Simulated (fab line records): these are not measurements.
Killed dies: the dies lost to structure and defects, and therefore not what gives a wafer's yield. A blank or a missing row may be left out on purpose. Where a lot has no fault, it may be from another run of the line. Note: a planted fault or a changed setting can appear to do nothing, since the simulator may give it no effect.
Which tool was responsible? / flow n5_finfet / Sampling: 10 lots, 27 wafers, 5 of 1938 route steps

== WHAT THE GAUGES READ, wafer by wafer ==
N5_BEOL_M4_RC_MEAS_101.
lot=L929; measured=day 8 12:22; on=prober-01; DIBL_N (mV/V)=34.7 36.7 33.9
lot=L931; measured=day 8 21:51; on=prober-01; DIBL_N (mV/V)=39.1 36.2 35.8
lot=L932; measured=day 9 14:58; on=prober-02; DIBL_N (mV/V)=32.7 37.3 35.7
lot=L935; measured=day 10 03:35; on=prober-01; DIBL_N (mV/V)=36.4 34.6 35.0
lot=L937; measured=day 10 06:41; on=prober-01; DIBL_N (mV/V)=34.1 36.0 37.1
lot=L940; measured=day 11 11:53; on=prober-02; DIBL_N (mV/V)=36.6 38.0 30.6
lot=L941; measured=day 11 20:52; on=prober-02; DIBL_N (mV/V)=40.2 38.9 38.6
lot=L948; measured=day 12 22:44; on=prober-01; DIBL_N (mV/V)=33.0
lot=L949; measured=day 13 18:57; on=prober-02; DIBL_N (mV/V)=36.2 33.7 39.4
lot=L952; measured=day 14 06:51; on=prober-02; DIBL_N (mV/V)=37.1 34.0

== WHICH TOOL RAN EACH LOT (tool, then ch and the chambers of the sampled wafers, then the start) ==
lot=L929; N5_BEOL_M2_ALD_98=ald_sin-03 ch 2,3, day 6 14:41; N5_BEOL_M2_VIA_ETCH_34=rie_diel-01 ch 0,2, day 6 16:19; N5_BEOL_M2_STRIP_97=rie_diel-01 ch 0,2, day 6 16:50 or earlier; N5_BEOL_M2_DEGAS_44=pvd_sputter-01, day 6 16:50
lot=L931; N5_BEOL_M2_ALD_98=ald_sin-02 ch 0,2, day 7 11:22; N5_BEOL_M2_VIA_ETCH_34=rie_diel-01 ch 0,1,3, day 7 18:02; N5_BEOL_M2_STRIP_97=rie_diel-01 ch 0,1,3, day 7 19:04 or earlier; N5_BEOL_M2_DEGAS_44=pvd_sputter-02, day 7 19:04
lot=L932; N5_BEOL_M2_ALD_98=ald_sin-04 ch 0,1, day 7 18:52; N5_BEOL_M2_VIA_ETCH_34=rie_diel-05 ch 0,2,3, day 7 23:40; N5_BEOL_M2_STRIP_97=rie_diel-05 ch 0,2,3, day 8 00:22 or earlier; N5_BEOL_M2_DEGAS_44=pvd_sputter-02, day 8 00:22
lot=L935; N5_BEOL_M2_ALD_98=ald_sin-04 ch 0,1, day 8 02:18; N5_BEOL_M2_VIA_ETCH_34=rie_diel-01 ch 0,2,3, day 8 12:25; N5_BEOL_M2_STRIP_97=rie_diel-01 ch 0,2,3, day 8 13:08 or earlier; N5_BEOL_M2_DEGAS_44=pvd_sputter-02, day 8 13:08
lot=L937; N5_BEOL_M2_ALD_98=ald_sin-03 ch 0,1, day 8 14:36; N5_BEOL_M2_VIA_ETCH_34=rie_diel-02 ch 0,1,2, day 8 17:49; N5_BEOL_M2_STRIP_97=rie_diel-02 ch 0,1,2, day 8 19:44 or earlier; N5_BEOL_M2_DEGAS_44=pvd_sputter-02, day 8 19:44
lot=L940; N5_BEOL_M2_ALD_98=ald_sin-03 ch 0,1,3, day 9 22:21; N5_BEOL_M2_VIA_ETCH_34=rie_diel-05 ch 0,1,2, day 10 02:17; N5_BEOL_M2_STRIP_97=rie_diel-05 ch 0,1,2, day 10 02:46 or earlier; N5_BEOL_M2_DEGAS_44=pvd_sputter-03, day 10 02:46
lot=L941; N5_BEOL_M2_ALD_98=ald_sin-03 ch 0,2,3, day 9 22:26; N5_BEOL_M2_VIA_ETCH_34=rie_diel-01 ch 1,2,3, day 10 18:31; N5_BEOL_M2_STRIP_97=rie_diel-01 ch 1,2,3, day 10 19:14 or earlier; N5_BEOL_M2_DEGAS_44=pvd_sputter-03, day 10 19:14
lot=L948; N5_BEOL_M2_ALD_98=ald_sin-03 ch 3, day 11 12:20; N5_BEOL_M2_VIA_ETCH_34=rie_diel-01 ch 2, day 11 12:37; N5_BEOL_M2_STRIP_97=rie_diel-01 ch 2, day 11 13:26 or earlier; N5_BEOL_M2_DEGAS_44=pvd_sputter-03, day 11 13:26
lot=L949; N5_BEOL_M2_ALD_98=ald_sin-03 ch 0,2, day 12 07:16; N5_BEOL_M2_VIA_ETCH_34=rie_diel-02 ch 0,1,2, day 12 12:23; N5_BEOL_M2_STRIP_97=rie_diel-02 ch 0,1,2, day 12 12:58 or earlier; N5_BEOL_M2_DEGAS_44=pvd_sputter-01, day 12 12:58
lot=L952; N5_BEOL_M2_ALD_98=ald_sin-04 ch 1, day 12 18:15; N5_BEOL_M2_VIA_ETCH_34=rie_diel-02 ch 0,2, day 12 18:55; N5_BEOL_M2_STRIP_97=rie_diel-02 ch 0,2, day 12 20:58 or earlier; N5_BEOL_M2_DEGAS_44=pvd_sputter-02, day 12 20:58
- N5_BEOL_M2_ALD_98: deposits SiO2, target thk 2.5 nm, pulse time 1 s, co reactant pulse time 1 s.
- N5_BEOL_M2_VIA_ETCH_34: etches the open film in C4F6/O2, target depth 69.4 nm, time 65.9 s.
- N5_BEOL_M2_STRIP_97: strips in N2/H2, time 10 s.
- N5_BEOL_M2_DEGAS_44: time 60 s.

== THE ANSWER, worked out from the rows above alone ==
Rule: the usual values come from the lots themselves. Put in order of their means at a reading, lots are off if they are a third of the lots or fewer, leave a main group of 4 or more, and stand apart from it by a gap of 3 or more times the standard deviation of the main group's means; of several such gaps the widest counts. A main group is skipped when, at the precision printed for the reading in the tables above, its means are all equal. A lot without any number at a reading at which 4 lots or more have one is off too. The other lots that the step has rows for count as sound.
None of the lots is off at any reading shown; this tells nothing.

== WHAT THE SIMULATOR HAD INSERTED ==
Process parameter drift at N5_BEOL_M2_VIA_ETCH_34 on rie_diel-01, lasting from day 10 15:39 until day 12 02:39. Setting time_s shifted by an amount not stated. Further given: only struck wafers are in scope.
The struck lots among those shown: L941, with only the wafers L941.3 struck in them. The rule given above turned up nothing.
